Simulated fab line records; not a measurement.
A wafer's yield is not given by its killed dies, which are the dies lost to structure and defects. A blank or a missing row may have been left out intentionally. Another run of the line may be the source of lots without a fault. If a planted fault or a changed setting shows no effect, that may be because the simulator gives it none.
Chamber matching ; flow nand-harc ; NHARC_A_BLC_ALD_23 on ald-metal-02: 4 sister chambers
The step deposits TiN, target thk 3 nm, pulse time 1 s, ald cycles 150. 8 wafers are shown with their chamber, then 7 later ones without.

EACH WAFER AND ITS CHAMBER
wafer;chamber;heater-power-w (W);precursor-pulse-height-rel
L454.2;3;1101;0.965
L461.1;1;1259;1.043
L461.2;0;1115;1.012
L466.2;2;1232;1.009
L466.4;1;1268;1.014
L466.5;0;1130;0.984
L468.1;2;1244;1.017
L468.2;3;1134;0.990

WAFERS MISSING THEIR CHAMBER
wafer;heater-power-w (W);precursor-pulse-height-rel
L468.3;1273;1.022
L467.3;1107;1.009
L467.5;1133;1.028
L467.6;1216;0.998
L469.3;1104;0.995
L469.4;1266;0.969
L469.6;1104;0.963

EACH ONE'S CHAMBER
wafer;from the rows above;in truth
L468.3;can't be placed: 1 or 2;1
L467.3;can't be placed: 0 or 3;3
L467.5;can't be placed: 0 or 3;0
L467.6;2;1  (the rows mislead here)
L469.3;can't be placed: 0 or 3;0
L469.4;can't be placed: 2 or 1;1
L469.6;can't be placed: 3 or 0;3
Placed correctly: 0 of 7. These rows do not allow placing 6 (true chamber among the candidates in 6). Placed wrongly: 1.
How it was worked out, from the rows above alone: a wafer's distance from a chamber is the root of the sum, over the readings, of the square of ((its reading less the chamber's mean) divided by the reading's scatter). The wafer belongs to the nearest chamber; if the next one is less than 2 further off, it can't be placed. Each chamber's mean is taken over the wafers shown for it. How the scatter is found: for the shown wafers, subtract from each reading the mean of its chamber, square and add these, divide the total by (wafers less chambers), then take the root.
